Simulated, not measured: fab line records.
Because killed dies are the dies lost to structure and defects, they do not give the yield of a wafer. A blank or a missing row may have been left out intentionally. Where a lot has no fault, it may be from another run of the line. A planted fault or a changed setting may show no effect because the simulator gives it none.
A lot that was struck, set against a sound lot -- flow n5-finfet -- 39 out of 1938 route steps
Sound: these wafers, L568.2, L568.3, L568.4. Struck: wafers L562.1, L562.5 (left out: L562.3, a lot-mate that was not struck); the cause follows at the end.
For every step that has rows: the tool of each side, followed by ch and its chambers, followed by its first start. Under that, the readings that differ: sound wafers -- struck wafers -- difference of the means -- sigmas: that difference in standard deviations of wafers without a fault.
alike: words and numbers the same on both sides, and readings whose means are apart by under 2 such deviations; not compared: readings that were withheld, readings missing a value for some wafer, numbers with overlapping values and no deviation given by the record, and bounds like >300 which may hide the same value.
The two part at a step that has a row with sigmas, a row that says differs or no value, or rows on one side only. When numbers do not overlap yet have no deviation, they are printed without sigmas and do not part them. Lack of a reading on every wafer of one side parts them only where that side has two or more wafers.

first, 10 steps without rows for these wafers: N5_FIN_CUT_STRIP_22 (strips in N2/H2); N5_FIN_CUT_PRECLEAN_36 (cleans in O3/DIW, time 60 s); N5_FIN_CUT_SRD_32 (time 30 s); N5_FIN_CUT_UV_OZONE_34 (time 120 s); N5_STI_FIN_REVEAL_ALD_00 (deposits SiO2, target thk 1 nm, pulse time 1 s); N5_STI_FIN_REVEAL_ALD_14 (deposits Si3N4, target thk 3 nm); N5_STI_FIN_REVEAL_FCVD_FILL_01 (material SiO2 flowable, target thk 312 nm, time 512.2 s); N5_STI_FIN_REVEAL_DENSIFY_02 (time 1800 s); N5_STI_FIN_REVEAL_CMP_04 (polishes, stops on Si3N4, t overpolish 4 s, target thk 131.83 nm); N5_STI_FIN_REVEAL_DENSIFY_30.
N5_STI_FIN_REVEAL_ETCHBACK_08: etches SiO2 in C4F6/O2, target depth 30.5 nm, time 10.167 s.
  sound on rie-diel-05 ch 1,2,3, day 7 17:50; struck on rie-diel-01 ch 2, day 6 09:29
reading,sound,struck,difference,sigmas
oes_f_703_au (a.u.),0.98 0.86 0.98,0.69 0.69,-0.25,-3
oes-product-au (a.u.),0.95 0.89 0.97,0.68 0.68,-0.26,-3
rf-vpp-V (V),666 661 664,636 635,-28,-2
  alike: drypump-motor-current-A, showerhead-plenum-p-Torr, throttle-valve-pct
  not compared: rf-hours-counter-h
then, 16 steps without rows for these wafers: N5_STI_FIN_REVEAL_STRIP_24 (strips in N2/H2, time 90 s); N5_STI_FIN_REVEAL_PRECLEAN_25 (cleans in SPM, time 90 s); N5_STI_FIN_REVEAL_PRECLEAN_26 (cleans in SC1, time 45 s); N5_STI_FIN_REVEAL_PRECLEAN_29 (cleans in DHF, time 30 s); N5_STI_FIN_REVEAL_SRD_12 (time 30 s); N5_STI_FIN_REVEAL_RECESS_09 (chemistry HF/NH3, target SiO2, afs cycles 11, target depth 42.5 nm, sublimation time 60 s); N5_STI_FIN_REVEAL_STRIP_16 (strips SiNx in H3PO4, target depth 23.8 nm); N5_STI_FIN_REVEAL_PRECLEAN_17 (cleans in NF3:NH3, afs cycles 1, time 20 s, sublimation time 60 s); N5_STI_FIN_REVEAL_ETCH_34 (etches Si in H2, material Si, target depth 0.97 nm); N5_STI_FIN_REVEAL_OXIDATION_31 (chemistry O2 PLASMA REMOTE, time 20 s); N5_STI_FIN_REVEAL_PRECLEAN_32 (cleans in NF3:NH3, afs cycles 1, time 20 s, sublimation time 60 s); N5_STI_FIN_REVEAL_STRIP_35 (strips Si3N4 in H3PO4, target depth 4 nm, time 39 s); N5_STI_FIN_REVEAL_SRD_21 (time 30 s); N5_STI_FIN_REVEAL_OXIDATION_33 (chemistry O2 PLASMA REMOTE, time 20 s); N5_STI_FIN_REVEAL_CLEAN_19 (cleans in O3/DIW, time 120 s); N5_STI_FIN_REVEAL_SRD_23 (time 30 s).
N5_STI_FIN_REVEAL_FIN_H_MEAS_10:
  sound on ocd-02, day 7 20:47; struck on ocd-02, day 6 12:26
reading,sound,struck,difference,sigmas
trench-depth-nm (nm),52.2 51.4 52.8,44.6 44.8,-7.4,-8
then, 9 steps without rows for these wafers: N5_STI_FIN_REVEAL_PRECLEAN_18 (cleans in SC2, time 45 s); N5_STI_FIN_REVEAL_SRD_28 (time 30 s); N5_DUMMY_GATE_PRECLEAN_00 (cleans in O3/DIW, time 60 s); N5_DUMMY_GATE_SRD_01 (time 30 s); N5_DUMMY_GATE_ALD_02 (deposits SiO2, target thk 2 nm, pulse time 1 s); N5_DUMMY_GATE_CVD_03 (deposits a-Si from SiH4, target thk 150 nm, time 8042 s); N5_DUMMY_GATE_PRECLEAN_46 (cleans in DIW, time 89.5 s); N5_DUMMY_GATE_SRD_47 (dry time 32 s); N5_DUMMY_GATE_CMP_04 (polishes a-Si).
-- here the record skips 5 days between the struck wafers' starts before and after, leaving off in module DUMMY_GATE and picking up in module BEOL_M4 (first step shown: number 1111 of the route) --
N5_BEOL_M4_RC_MEAS_101:
  sound on prober-01 ch 0, day 13 15:58; struck on prober-02 ch 0, day 11 20:39
reading,sound,struck,difference,sigmas
DIBL_N (mV/V),34.6 34.0 36.0,71.6 83.8,+42.8,+20
DIBL_P (mV/V),33.3 33.2 35.2,51.9 48.6,+16.4,+6
IOFF_N (nA/um),0.14 0.13 0.17,5.28 11.09,+8.04,+99 or more
IOFF_N_85C (nA/um),2.8 2.7 3.4,58.0 111.4,+81.7,+99 or more
IOFF_N_LIN (nA/um),0.067 0.066 0.082,0.162 0.240,+0.129,+9
IOFF_P (nA/um),0.18 0.18 0.20,2.34 1.24,+1.60,+43
IOFF_P_85C (nA/um),3.2 3.2 3.5,28.2 16.5,+19.1,+35
IOFF_P_LIN (nA/um),0.092 0.094 0.100,0.174 0.146,+0.065,+5
ION_N (uA/um),689 675 711,585 600,-99,-6
ION_P (uA/um),466 467 477,405 406,-64,-7
REXT_N (ohm.um),72.8 74.2 71.9,81.9 81.0,+8.5,+5
SS_N (mV/dec),70.8 71.4 71.4,118.3 132.1,+54.0,+72
SS_P (mV/dec),73.1 72.7 73.9,98.6 87.9,+20.0,+26
  alike: VT_N, VT_P
-- here the record skips 5 days between the struck wafers' starts before and after, leaving off in module BEOL_M4 and picking up in module PASSIVATION (first step shown: number 1936 of the route) --
N5_PASSIVATION_PROBE_49:
  sound on prober-01, day 17 23:17; struck on prober-02, day 16 14:52
reading,sound,struck,difference,sigmas
killed_at_M0_to_M3,33 26 28,48 74,+32,+3
killed-at-contacts,15 3 7,9 33,+13,+2
killed-at-other,15 13 10,11 2,-6,-2
sort_bin_4_leakage (%),0 0 0,88.81 85.42,+87.12,+99 or more
sort-n-pass,1065 1043 1063,0 0,-1057,-50
sort-yield-pct (%),90.3 88.4 90.1,0 0,-90,-50
  alike: defect-limited-yield, killed_at_M4_up, killed-at-front-end, killed-dies, killed-open, killed-short, sort_bin_5_function, sort_bin_6_memory, sort_bin_8_speed

== WHERE THEY PART ==
Earliest at N5_STI_FIN_REVEAL_ETCHBACK_08; latest, in this record, at N5_PASSIVATION_PROBE_49.

WHY: the cause the simulator had injected
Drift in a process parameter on rie-diel-01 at N5_STI_FIN_REVEAL_ETCHBACK_08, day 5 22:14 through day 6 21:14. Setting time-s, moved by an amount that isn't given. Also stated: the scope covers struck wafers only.
